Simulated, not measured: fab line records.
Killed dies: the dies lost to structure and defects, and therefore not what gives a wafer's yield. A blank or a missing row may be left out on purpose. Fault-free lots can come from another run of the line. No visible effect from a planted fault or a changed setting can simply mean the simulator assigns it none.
A struck lot beside a sound one + flow n5-finfet + 20 out of 1938 route steps
Sound: these wafers, L624.1, L624.3, L624.5. Struck: wafers L626.1, L626.2, L626.3. Last of all comes the cause.
For every step that has rows: the tool of each side, followed by ch and its chambers, followed by its first start. Under that, the readings that differ: sound wafers + struck wafers + difference of the means + sigmas: that difference in standard deviations of wafers without a fault.
alike: readings with means less than 2 such deviations apart, plus words and numbers identical on both sides. not compared: withheld readings, readings lacking a value on some wafer, bounds such as >300 that could conceal the same value, and numbers that have no deviation in the record and whose values overlap.
Wherever a step has rows on one side only, a row that says differs or no value, or a row with sigmas, the two part there. Numbers that don't overlap but have no deviation are shown without sigmas and don't part them. A reading missing from all wafers of one side parts the sides only when that side holds two or more wafers.

first, 2 steps without rows for these wafers: N5_BEOL_M2_STRIP_65 (strips in N2/H2); N5_BEOL_M2_STRIP_75 (strips in N2/H2).
N5_BEOL_M2_STRIP_66: strips in CF4.
  sound on rie-diel-06 ch 1,2,3, day 9 10:15; struck on rie-diel-06 ch 0,1,2, day 10 19:11
  alike: drypump-motor-current-A, oes-product-au, rf-vpp-V, showerhead-plenum-p-Torr, throttle-valve-pct
  not compared: rf-hours-counter-h
N5_BEOL_M2_HM_OPEN_17: chemistry Cl2/BCl3, target TiN, target depth 20 nm, overetch 6 nm.
  sound on rie-metal-03 ch 0,1, day 9 10:17; struck on rie-metal-03 ch 0,1, day 10 19:17
  alike: bias-w, drypump-motor-current-A, oes-product-au, throttle-valve-pct
  not compared: rf-hours-counter-h
N5_BEOL_M2_STRIP_19: strips in O2.
  sound on rie-diel-03 ch 0,1,3, day 9 10:24; struck on rie-diel-03 ch 1,2,3, day 10 19:37
  alike: drypump-motor-current-A, oes-product-au, rf-vpp-V, showerhead-plenum-p-Torr, throttle-valve-pct
  not compared: rf-hours-counter-h
N5_BEOL_M2_CD_MEAS_18: pitch 36 nm, target cd 18 nm.
  sound: cd-sem-03 at day 9 10:28; struck: cd-sem-03 at day 10 19:41
  alike: cd-nm
then, 6 steps without rows for these wafers: N5_BEOL_M2_COAT_67 (time 60 s, resist thk 60 nm); N5_BEOL_M2_COAT_68 (time 60 s, resist thk 12 nm); N5_BEOL_M2_COAT_76 (time 60 s, resist thk 5 nm); N5_BEOL_M2_COAT_22 (resist thk 30 nm); N5_BEOL_M2_EBR_24; N5_BEOL_M2_SOFTBAKE_23 (time 60 s).
N5_BEOL_M2_EXPOSE_25: exposes mask V1, defocus 5 nm.
  sound on euv-scanner-01 ch 0, day 9 10:38; struck on euv-scanner-02 ch 0, day 10 19:52
| reading                         | sound       | struck      | difference | sigmas |
|---------------------------------|-------------|-------------|------------|--------|
| model.BEOL_M2.overlay-x-nm (nm) | 0.2 0.2 0.2 | 3.8 3.8 3.8 | +3.6       |        |
  alike: mask, reticle-temp-C
then, 2 steps without rows for these wafers: N5_BEOL_M2_PEB_26 (peb time 60 s); N5_BEOL_M2_DEVELOP_27 (develop time 30 s).
N5_BEOL_M2_CD_MEAS_28: target cd 26.2 nm, target cd y 24.1 nm.
  sound on cd-sem-01 ch 0, day 9 10:47; struck on cd-sem-02 ch 0, day 10 20:01
  alike: cd-nm
N5_BEOL_M2_OVL_MEAS_29:
  sound on overlay-01 ch 0, day 9 10:49; struck on overlay-01 ch 0, day 10 20:02
| reading     | sound         | struck      | difference | sigmas |
|-------------|---------------|-------------|------------|--------|
| V1_OVL (nm) | -0.7 0.1 -0.1 | 3.7 3.0 3.8 | +3.7       | +5     |
N5_BEOL_M2_INSPECT_30: inspects for defects (brightfield).
  sound: defect-inspect-01 at day 9 10:53; struck: defect-inspect-01 at day 10 20:06
| reading          | sound       | struck      | difference | sigmas |
|------------------|-------------|-------------|------------|--------|
| raw-defect-count | 775 686 683 | 424 411 487 | -274       | -2     |
-- here the record skips 2 days between the struck wafers' starts before and after, leaving off in module BEOL_M2 and picking up in module BEOL_M4 (first step shown: number 1111 of the route) --
N5_BEOL_M4_RC_MEAS_101:
  sound on prober-02 ch 0, day 12 05:09; struck on prober-02 ch 0, day 13 01:43
| reading       | sound          | struck         | difference | sigmas |
|---------------|----------------|----------------|------------|--------|
| DIBL_N (mV/V) | 37.6 35.6 36.2 | 34.6 34.2 33.3 | -2.4       | -2     |
  alike: DIBL_P, IOFF_N, IOFF_P, ION_N, ION_P, SS_N, SS_P, VT_N, VT_P
following that, these wafers have no rows for 1 step: N5_PASSIVATION_PROBE_49.

WHERE THEY PART
Last at N5_BEOL_M4_RC_MEAS_101 as far as this record goes, first at N5_BEOL_M2_OVL_MEAS_29.

WHY: what had been put in by the simulator
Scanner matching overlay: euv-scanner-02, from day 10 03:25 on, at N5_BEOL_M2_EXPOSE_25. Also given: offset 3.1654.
